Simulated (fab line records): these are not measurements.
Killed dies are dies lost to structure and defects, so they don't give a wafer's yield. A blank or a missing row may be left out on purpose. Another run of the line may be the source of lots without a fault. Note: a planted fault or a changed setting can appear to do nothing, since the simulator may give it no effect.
fab line records	flow nand_harc
[record] lots = 6	wafers = 17	last_day = 34
route steps=1302 shown A_M1@1199 A_BONDPAD@1202 END@1302
lots with no fault: from the same line, run without faults
start_h: start of the lot's first displayed wafer, in hours after the record's first day	wait_h: hours from the lot's prior step to this one	" repeats the value in the row above	L1.1+2: several wafers, shown together as one row	- no value, or no start given	* or withheld: withheld	< > ~ a bound
route shown NAME@n: names a module that has steps shown in the file, with the first one's number in the route	usual: mean and standard deviation over wafers with no fault	same: alike in all rows	chamber/n: place in a boat	sites: the reading at each site	_std_site: the standard deviation of these	_edge_site: mean of outer sites minus mean of inner sites	radius_mm: for every site, how far away it sits from the centre of the wafer	mask NAME#n: copy n	behind: the tool/chamber that last shaped the wafer	hold: why the lot was held/for how many hours/how that ended	device: whichever transistor did not switch (one of n, p or np)	end of line: the route-end tests of the same wafers	where a step has no rows: the recipe by itself	killed: at the first sort, the dies lost to defects and structure; wafer yield is something else	map: the dies of a wafer, with x for killed, . for not killed, _ for no die there
set.NAME: the setting the step ran with; set.NAME@STEP: the setting that earlier step ran with	model.NAME: the simulator's own value behind a step, which no gauge read
certain route steps with their lots: each step a table, each wafer a row
services: when a tool's chamber went out of use (start_h, in hours from the record's first day, below 0 if earlier), for how many hours, and the reason
[[steps]]
[step NHARC_A_M1_INSPECT_27]
[usual] raw_defect_count = 520/120
lot.wafer	tool	chamber	start_h	wait_h	raw_defect_count
L947.4	defect_inspect-02	-	676.48	0.0	351
L947.5	"	-	"	"	405
L948.1	defect_inspect-01	-	693.38	0.0	474
L948.2	"	-	"	"	488
L948.4	"	-	"	"	520
L954.1	defect_inspect-01	-	720.51	0.0	352
L954.5	"	-	"	"	458
L954.6	"	-	"	"	681
L953.3	defect_inspect-02	-	721.11	0.0	507
L953.4	"	-	"	"	477
L953.5	"	-	"	"	478
L956.2	defect_inspect-01	-	764.76	0.0	511
L956.3	"	-	"	"	654
L956.5	"	-	"	"	489
L957.2	defect_inspect-01	-	783.93	0.0	690
L957.4	"	-	"	"	683
L957.6	"	-	"	"	569
[step NHARC_A_M1_PRE_CLEAN_32]
[recipe] time_s = 12	temp_c = 370	rf_power_w = 300	gas = NH3
[usual] heater_power_w = 663/81
lot.wafer	tool	chamber	start_h	wait_h	heater_power_w	since_wet_clean_h
L947.4	pecvd-02	0	676.59	0.1	583	-
L947.5	"	1	"	"	732	-
L948.2	pecvd-02	1	693.45	0.1	773	91
L948.1	"	0	"	"	589	91
L948.4	"	2	"	"	740	-
L954.1	pecvd-02	0	720.60	0.1	508	119
L954.5	"	2	"	"	726	-
L954.6	"	0	"	"	506	-
L953.3	pecvd-04	2	721.19	0.1	508	77
L953.5	"	1	"	"	703	-
L953.4	"	0	"	"	696	-
L956.3	pecvd-03	1	764.83	0.1	634	23
L956.2	"	0	"	"	767	23
L956.5	"	2	"	"	716	-
L957.2	pecvd-03	1	784.02	0.1	605	43
L957.4	"	0	"	"	670	-
L957.6	"	1	"	"	619	-
[step NHARC_A_M1_DEP_33]
[recipe] target_thk_a = 300	temp_c = 370	target_thk_nm = 30	pressure_torr = 3	flow_sccm = 200	rf_w = 450	material = SiCN
[usual] heater_power_w = 604/76
lot.wafer	tool	chamber	start_h	wait_h	heater_power_w	since_wet_clean_h
L947.4	pecvd-02	0	676.79	0.2	499	-
L947.5	"	1	"	"	621	-
L948.2	pecvd-02	1	693.53	0.1	749	92
L948.1	"	0	"	"	533	92
L948.4	"	2	"	"	600	-
L954.1	pecvd-02	0	720.74	0.1	453	119
L954.5	"	2	"	"	688	-
L954.6	"	0	"	"	459	-
L953.3	pecvd-04	2	721.29	0.1	427	77
L953.5	"	1	"	"	668	-
L953.4	"	0	"	"	664	-
L956.3	pecvd-03	1	764.91	0.1	608	24
L956.2	"	0	"	"	681	24
L956.5	"	2	"	"	606	-
L957.2	pecvd-03	1	784.16	0.1	621	43
L957.4	"	0	"	"	677	-
L957.6	"	1	"	"	623	-
[step NHARC_A_BONDPAD_DEP_00]
[recipe] target_thk_a = 2500	temp_c = 370	target_thk_nm = 250	pressure_torr = 3	flow_sccm = 200	rf_w = 450	material = SiCN
[usual] heater_power_w = 622/65
lot.wafer	tool	chamber	start_h	wait_h	heater_power_w	since_wet_clean_h
L947.5	pecvd-03	1	677.31	-	641	-
L947.4	"	0	"	"	737	-
L948.1	pecvd-02	2	-	-	691	92
L948.2	"	0	"	"	451	92
L948.4	"	1	"	"	689	-
L954.1	pecvd-01	1	721.30	-	690	35
L954.6	"	2	"	"	573	-
L954.5	"	0	"	"	611	-
L953.3	pecvd-01	0	721.85	-	555	36
L953.5	"	2	"	"	556	-
L953.4	"	0	"	"	576	-
L956.2	pecvd-01	0	765.48	-	574	79
L956.3	"	1	"	"	699	79
L956.5	"	0	"	"	601	-
L957.2	pecvd-03	1	-	-	570	43
L957.4	"	0	"	"	566	-
L957.6	"	2	"	"	556	-
[step NHARC_A_BONDPAD_CMP_29]
[recipe] target_thk_nm = 200	material = SiCN
[usual] motor_current_A = 12.0/1	slurry_flow_ml_min = 150.1/0.46
lot.wafer	tool	chamber	start_h	wait_h	motor_current_A	slurry_flow_ml_min
L947.4	cmp-03	1	677.60	-	12.5	149.6
L947.5	"	0	"	"	12.7	150.3
L948.1	cmp-01	0	694.51	-	12.4	150.0
L948.4	"	1	"	"	11.9	149.5
L948.2	"	2	"	"	9.8	150.5
L954.1	cmp-03	3	721.64	-	13.4	150.4
L954.6	"	2	"	"	11.8	150.3
L954.5	"	3	"	"	13.5	150.2
L953.3	cmp-03	0	722.24	-	13.3	150.1
L953.4	"	1	"	"	11.9	150.6
L953.5	"	0	"	"	13.4	149.9
L956.3	cmp-04	2	765.89	-	12.6	150.7
L956.2	"	0	"	"	13.0	149.7
L956.5	"	2	"	"	12.7	149.8
L957.4	cmp-01	2	785.06	-	10.1	149.4
L957.2	"	0	"	"	11.5	150.5
L957.6	"	1	"	"	11.6	150.3
[step NHARC_A_BONDPAD_THK_MEAS_30]
[recipe] thk_meas_gauge = ellipsometry
[usual] thk_nm = 199.8/1.6
lot.wafer	tool	chamber	start_h	wait_h	thk_nm
L947.4	film_metro-02	-	677.83	0.2	199.9
L947.5	"	-	"	"	200.5
L948.1	film_metro-01	-	694.74	0.2	200.0
L948.2	"	-	"	"	200.6
L948.4	"	-	"	"	199.6
L954.1	film_metro-02	-	721.87	0.2	200.9
L954.5	"	-	"	"	202.0
L954.6	"	-	"	"	200.4
L953.3	film_metro-01	-	722.46	0.2	201.3
L953.4	"	-	"	"	200.4
L953.5	"	-	"	"	199.6
L956.2	film_metro-01	-	766.14	0.2	198.3
L956.3	"	-	"	"	196.5
L956.5	"	-	"	"	198.3
L957.2	film_metro-02	-	785.29	0.2	197.3
L957.4	"	-	"	"	200.2
L957.6	"	-	"	"	200.6
[step NHARC_A_BONDPAD_SRD_31]
[step NHARC_A_BONDPAD_DEHYDRATE_01]
[recipe] temp_c = 150	time_s = 120
[step NHARC_A_BONDPAD_HMDS_02]
[recipe] time_s = 30
[step NHARC_A_BONDPAD_COAT_33]
[recipe] temp_c = 200	time_s = 65
[step NHARC_A_BONDPAD_COAT_03]
[recipe] spin_rpm = 2000	resist_thk_nm = 600
[step NHARC_A_BONDPAD_SOFTBAKE_04]
[recipe] temp_c = 125	time_s = 70
[usual] heater_power_total_W = 200.7/1.3
lot.wafer	tool	chamber	start_h	wait_h	heater_power_total_W
L947.4	litho_track-03	0	677	-	206.2
L947.5	"	0	"	"	206.4
L948.1	litho_track-03	0	694	-	207.9
L948.2	"	0	"	"	206.8
L948.4	"	0	"	"	206.0
L954.1	litho_track-02	0	722	-	200.0
L954.5	"	0	"	"	201.3
L954.6	"	0	"	"	202.6
L953.3	litho_track-02	0	722	-	199.1
L953.4	"	0	"	"	200.3
L953.5	"	0	"	"	201.1
L956.2	litho_track-03	0	766	-	200.9
L956.3	"	0	"	"	200.4
L956.5	"	0	"	"	199.1
L957.2	litho_track-02	0	785	-	199.1
L957.4	"	0	"	"	200.6
L957.6	"	0	"	"	199.2
[step NHARC_A_BONDPAD_EBR_05]
[step NHARC_END_SORT_01]
[recipe] temp_c = 25
[usual] defect_limited_yield = 91.0/2.5	killed_at_array = 56/17	killed_at_other = 0.9/1.2	killed_at_periphery = 3.9/2.5	killed_dies = 61/17	killed_open = 3.2/1.8	killed_short = 2.7/1.7
[same] gross_dies = 677
lot.wafer	tool	chamber	start_h	wait_h	defect_limited_yield[%]	killed_at_array	killed_at_other	killed_at_periphery	killed_dies	killed_open	killed_short
L947.4	prober-02	0	712.97	3.4	91.9	53	0	2	55	1	1
L947.5	prober-02	0	713.76	3.7	92.2	50	0	3	53	1	5
L948.4	prober-01	0	741.60	3.4	88.0	79	1	1	81	1	3
L953.3	prober-01	0	753.76	3.1	90.4	64	0	1	65	2	2
L953.4	prober-01	0	754.55	3.4	91.4	57	0	1	58	4	2
L953.5	prober-01	0	755.34	3.7	91.6	54	1	2	57	3	4
L954.1	prober-01	0	759.93	2.5	93.4	38	1	6	45	1	1
L954.5	prober-01	0	763.16	3.7	92.0	51	1	2	54	1	4
L954.6	prober-01	0	763.97	4.0	90.8	48	1	13	62	3	4
L956.2	prober-02	0	801.06	2.8	92.0	51	0	3	54	2	1
L956.3	prober-02	0	801.86	3.1	90.1	64	0	3	67	1	4
L956.5	prober-02	0	803.46	3.7	88.5	72	1	5	78	3	6
// killed by level:class
L947.4 A_SLIT:chamber_film_flake=26 A_CHANNEL_HOLE_D2:chamber_film_flake=16 A_CHANNEL_HOLE_D1:chamber_film_flake=4 A_ZERO_WELL:chamber_film_flake=2 A_CONTACT:chamber_film_flake=2 A_WL_FILL:geometric_particle:short=1 A_CONTACT:geometric_particle:open=1 P_STI:chamber_film_flake=1
L947.5 A_SLIT:chamber_film_flake=19 A_CHANNEL_HOLE_D2:chamber_film_flake=14 A_CHANNEL_HOLE_D1:chamber_film_flake=5 A_CONTACT:chamber_film_flake=4 A_WL_FILL:chamber_film_flake=2 P_CONTACT:geometric_particle:short=1 A_DECK1_JOINT:geometric_particle:short=1 A_ONON_D2:geometric_particle:short=1
L948.4 A_SLIT:chamber_film_flake=34 A_CHANNEL_HOLE_D1:chamber_film_flake=30 A_STAIRCASE:chamber_film_flake=3 A_WL_FILL:chamber_film_flake=3 A_CONTACT:chamber_film_flake=3 A_M0:chamber_film_flake=3 A_M0:geometric_particle:short=2 P_CONTACT:geometric_particle:short=1
L953.3 A_CHANNEL_HOLE_D2:chamber_film_flake=27 A_CHANNEL_HOLE_D1:chamber_film_flake=14 A_CONTACT:chamber_film_flake=7 A_STAIRCASE:chamber_film_flake=6 A_SLIT:chamber_film_flake=5 A_SOURCE_PLATE:geometric_particle:open=1 A_ONON_D2:geometric_particle:short=1 A_WL_FILL:geometric_particle:short=1
L953.4 A_CHANNEL_HOLE_D2:chamber_film_flake=18 A_CHANNEL_HOLE_D1:chamber_film_flake=11 A_SLIT:chamber_film_flake=8 A_DECK1_JOINT:chamber_film_flake=5 A_CONTACT:chamber_film_flake=4 A_STAIRCASE:chamber_film_flake=3 A_DECK1_JOINT:geometric_particle:short=2 A_WL_FILL:chamber_film_flake=2
L953.5 A_CHANNEL_HOLE_D2:chamber_film_flake=22 A_CHANNEL_HOLE_D1:chamber_film_flake=14 A_SLIT:chamber_film_flake=5 A_STAIRCASE:chamber_film_flake=3 A_CHANNEL_FILL_D1:chamber_film_flake=2 A_DECK1_JOINT:chamber_film_flake=2 P_CONTACT:geometric_particle:short=1 A_SOURCE_PLATE:geometric_particle:short=1
L954.1 A_CHANNEL_HOLE_D1:chamber_film_flake=13 A_SLIT:chamber_film_flake=12 A_CONTACT:chamber_film_flake=5 P_M2:chamber_film_flake=3 A_CHANNEL_HOLE_D2:chamber_film_flake=3 P_CONTACT:chamber_film_flake=2 A_STAIRCASE:chamber_film_flake=2 A_CHANNEL_FILL_D1:geometric_particle:open=1
L954.5 A_SLIT:chamber_film_flake=32 A_CHANNEL_HOLE_D1:chamber_film_flake=7 A_STAIRCASE:chamber_film_flake=3 A_CONTACT:chamber_film_flake=3 A_ONON_D2:geometric_particle:short=2 P_M2:chamber_film_flake=2 A_CHANNEL_FILL_D1:geometric_particle:short=1 A_WL_FILL:geometric_particle:short=1
L954.6 A_SLIT:chamber_film_flake=22 A_CHANNEL_HOLE_D1:chamber_film_flake=12 P_M2:chamber_film_flake=7 P_CONTACT:chamber_film_flake=4 A_CONTACT:chamber_film_flake=3 A_CHANNEL_FILL_D1:geometric_particle:open=2 A_CHANNEL_HOLE_D2:chamber_film_flake=2 P_CONTACT:geometric_particle:open=1
L956.2 A_CHANNEL_HOLE_D1:chamber_film_flake=14 A_SLIT:chamber_film_flake=13 A_CHANNEL_HOLE_D2:chamber_film_flake=12 A_CHANNEL_FILL_D2:chamber_film_flake=3 P_ZERO_WELL:chamber_film_flake=2 A_DECK1_JOINT:chamber_film_flake=2 A_STAIRCASE:chamber_film_flake=2 P_CONTACT:geometric_particle:open=1
L956.3 A_CHANNEL_HOLE_D2:chamber_film_flake=35 A_SLIT:chamber_film_flake=11 A_CHANNEL_HOLE_D1:chamber_film_flake=5 A_CONTACT:chamber_film_flake=3 A_M0:chamber_film_flake=3 P_M0:geometric_particle:short=1 A_ONON_D1:geometric_particle:short=1 A_ONON_D1:geometric_particle:open=1
L956.5 A_SLIT:chamber_film_flake=25 A_CHANNEL_HOLE_D2:chamber_film_flake=17 A_CHANNEL_HOLE_D1:chamber_film_flake=13 A_CONTACT:chamber_film_flake=4 A_CHANNEL_FILL_D1:geometric_particle:short=2 A_BLC:geometric_particle:open=2 P_ZERO_WELL:chamber_film_flake=2 P_GATE:chamber_film_flake=2
[[services]]
tool	chamber	start_h	hours	kind
pecvd-01	-	673.27	13.0	pm
cmp-03	-	673.57	4.0	pm
cmp-01	-	676.29	4.0	pm
pecvd-04	-	678.00	1.0	repair
cmp-01	-	681.40	1.2	repair
cmp-03	-	697.77	1.9	repair
cmp-04	-	705.76	1.7	repair
cmp-04	-	712.35	0.6	repair
cmp-04	-	721.77	4.0	pm
pecvd-03	-	728.44	13.0	pm
pecvd-02	-	732.89	3.0	repair
pecvd-02	-	743.09	0.3	repair
pecvd-03	0	745.69	7.7	repair
litho_track-02	-	752.01	7.0	pm
cmp-01	-	755.99	1.3	repair
pecvd-02	-	759.08	3.2	repair
pecvd-02	-	770.00	13.0	pm
pecvd-02	0	770.00	13.0	vent_cycle
pecvd-02	1	770.00	13.0	vent_cycle
pecvd-02	2	770.00	13.0	vent_cycle
cmp-03	-	771.57	4.0	pm
cmp-01	-	774.29	4.0	pm
pecvd-04	-	777.77	0.6	repair
pecvd-02	-	784.08	1.6	repair
[[key]]
[first_sign] step = NHARC_A_BONDPAD_SOFTBAKE_04	reading = heater_power_total_W	direction = up	sigmas = 4.6	usual = *	struck = *
effect none on later readings
met_at NHARC_A_BONDPAD_SOFTBAKE_04
struck_wafers L947.4,L947.5,L948.1,L948.2,L948.4
[fault] kind = process_parameter_drift	tool = litho_track-03	chamber = -	onset_h = 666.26	steps = NHARC_A_BONDPAD_SOFTBAKE_04	channel = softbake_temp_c	offset = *	shape = step	end_h = 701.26	acts_in = *	stated = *
